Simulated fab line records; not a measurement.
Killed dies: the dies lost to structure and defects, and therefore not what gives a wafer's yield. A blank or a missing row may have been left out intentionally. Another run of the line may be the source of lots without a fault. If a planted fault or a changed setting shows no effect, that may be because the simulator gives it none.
A lot that was struck, set against a sound lot	flow nand-harc	15 steps out of a route of 1302
Sound: these wafers, L862.1, L862.2, L862.4. Struck: wafer L853.3 (left out: L853.5, L853.6 of the same lot, which were not struck); the cause appears at the end.
Per side, at each step with rows, come the tool, then ch with its chambers, and then its first start. Under that, the readings that differ: sound wafers	struck wafers	difference of the means	sigmas: that difference in standard deviations of wafers without a fault.
alike: same words and numbers on both sides, and readings whose means sit less than 2 such deviations apart. not compared: any withheld reading, any reading some wafer has no value for, any bound like >300 that may hide the same value, and any number with overlapping values for which the record gives no deviation.
Wherever a step has rows on one side only, a row that says differs or no value, or a row with sigmas, the two part there. Numbers that don't overlap but have no deviation are shown without sigmas and don't part them. Lack of a reading on every wafer of one side parts them only where that side has two or more wafers.

first, 7 steps without rows for these wafers: NHARC_A_BONDPAD_COAT_33 (time 65 s); NHARC_A_BONDPAD_COAT_03 (resist thk 600 nm); NHARC_A_BONDPAD_SOFTBAKE_04 (time 70 s); NHARC_A_BONDPAD_EBR_05; NHARC_A_BONDPAD_EXPOSE_06 (exposes mask A BPAD); NHARC_A_BONDPAD_PEB_07 (peb time 80 s); NHARC_A_BONDPAD_DEVELOP_08 (time 50 s).
NHARC_A_BONDPAD_CD_MEAS_09 targets a cd of 500 nm.
  sound on cd-sem-02 ch 0, day 29 19:56; struck on cd-sem-03 ch 0, day 26 17:50
  alike: cd-nm
NHARC_A_BONDPAD_OVL_MEAS_35:
  sound on overlay-02 at day 29 20:02; struck on overlay-02 at day 26 17:55
reading	sound	struck	difference	sigmas
overlay-x-nm (nm)	9 9 10	-9	-18	-3
  alike: overlay-y-nm
then, 1 step without rows for these wafers: NHARC_A_BONDPAD_HARDBAKE_10 (time 65 s).
NHARC_A_BONDPAD_DESCUM_11: chemistry O2, time 3 s.
  sound on rie-diel-10 ch 0,1,2, day 29 20:10; struck on rie-diel-10 ch 3, day 26 18:04
reading	sound	struck	difference	sigmas
rf-hours-counter-h (h)	3 4 3	0	-3	
  alike: drypump-motor-current-A, oes-product-au, rf-vpp-V, showerhead-plenum-p-Torr, throttle-valve-pct
NHARC_A_BONDPAD_ETCH_34: etches the open film in N2/H2, target depth 60 nm, overetch 18 nm, time 65.91 s.
  sound on rie-diel-10 ch 1,2,3, day 29 20:15; struck on rie-diel-10 ch 1, day 26 18:08
reading	sound	struck	difference	sigmas
rf-hours-counter-h (h)	3 3 3	0	-3	
  alike: drypump-motor-current-A, oes-product-au, rf-vpp-V, run-length-s, showerhead-plenum-p-Torr, throttle-valve-pct
NHARC_A_BONDPAD_ETCH_12: etches the open film in CHF3/O2, target depth 220 nm, time 110 s.
  sound on rie-diel-10 ch 0,1,3, day 29 20:20; struck on rie-diel-10 ch 3, day 26 18:13
reading	sound	struck	difference	sigmas
oes-product-au (a.u.)	0.928 0.942 0.927	0.983	+0.051	+2
rf-hours-counter-h (h)	3 4 4	0	-4	
run-length-s (s)	131.1 131.3 131.4	127.7	-3.6	-9
  alike: drypump-motor-current-A, rf-vpp-V, showerhead-plenum-p-Torr, throttle-valve-pct
NHARC_A_BONDPAD_CD_MEAS_13:
  sound on cd-sem-03 at day 29 20:28; struck on cd-sem-03 at day 26 18:22
  alike: cd-nm
NHARC_END_SORT_01:
  sound on prober-01 ch 0, day 31 03:34; struck on prober-02 ch 0, day 28 03:46
  alike: defect-limited-yield, killed-at-array, killed-at-other, killed-at-periphery, killed-dies, killed-open, killed-short

== WHERE THEY PART ==
Last at NHARC_A_BONDPAD_ETCH_12 as far as this record goes, first at NHARC_A_BONDPAD_OVL_MEAS_35. Later steps at which nothing parts them and some readings are alike: NHARC_A_BONDPAD_CD_MEAS_13, NHARC_END_SORT_01.

WHY: what had been put in by the simulator
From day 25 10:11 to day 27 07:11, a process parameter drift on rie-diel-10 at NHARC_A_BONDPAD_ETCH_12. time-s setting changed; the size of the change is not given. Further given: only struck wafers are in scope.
